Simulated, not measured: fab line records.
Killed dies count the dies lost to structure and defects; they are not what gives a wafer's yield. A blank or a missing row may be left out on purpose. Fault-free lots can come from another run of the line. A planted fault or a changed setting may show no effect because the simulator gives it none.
Matching of chambers / flow n5_finfet / N5_PMOS_HMC_CHANNEL_EPI_DESCUM_14 on rie_diel-04 has 4 sister chambers
The step chemistry O2, time 7.9 s. 4 wafers are shown with their chamber, then 8 later ones without.

EACH WAFER AND ITS CHAMBER
wafer=L079.2; chamber=3; drypump_motor_current_A (A)=6.1
wafer=L089.4; chamber=2; drypump_motor_current_A (A)=6.3
wafer=L089.5; chamber=1; drypump_motor_current_A (A)=5.0
wafer=L092.1; chamber=0; drypump_motor_current_A (A)=5.1

WAFERS WITH NO CHAMBER GIVEN
wafer=L092.3; drypump_motor_current_A (A)=6.3
wafer=L092.6; drypump_motor_current_A (A)=5.1
wafer=L095.1; drypump_motor_current_A (A)=5.1
wafer=L095.5; drypump_motor_current_A (A)=6.0
wafer=L095.6; drypump_motor_current_A (A)=5.1
wafer=L097.1; drypump_motor_current_A (A)=5.0
wafer=L097.3; drypump_motor_current_A (A)=6.3
wafer=L097.5; drypump_motor_current_A (A)=6.3

WHICH CHAMBER EACH ONE RAN IN
wafer=L092.3; from the rows above=2; in truth=2
wafer=L092.6; from the rows above=0; in truth=0
wafer=L095.1; from the rows above=0; in truth=0
wafer=L095.5; from the rows above=3; in truth=3
wafer=L095.6; from the rows above=0; in truth=0
wafer=L097.1; from the rows above=1; in truth=1
wafer=L097.3; from the rows above=2; in truth=2
wafer=L097.5; from the rows above=2; in truth=2
Correctly placed: 8 of 8. Left unplaced by these rows: 0. 0 placed wrongly.
How it was worked out, from the rows above alone: a wafer's distance from a chamber is the root of the sum, over the readings, of the square of ((its reading less the chamber's mean) divided by the reading's scatter). The wafer belongs to the nearest chamber; if the next one is less than 2 further off, it can't be placed. A chamber's mean is the mean of its shown wafers. The scatter: root of mean squared gap, hidden wafer to nearest shown wafer, with one shown wafer a chamber.
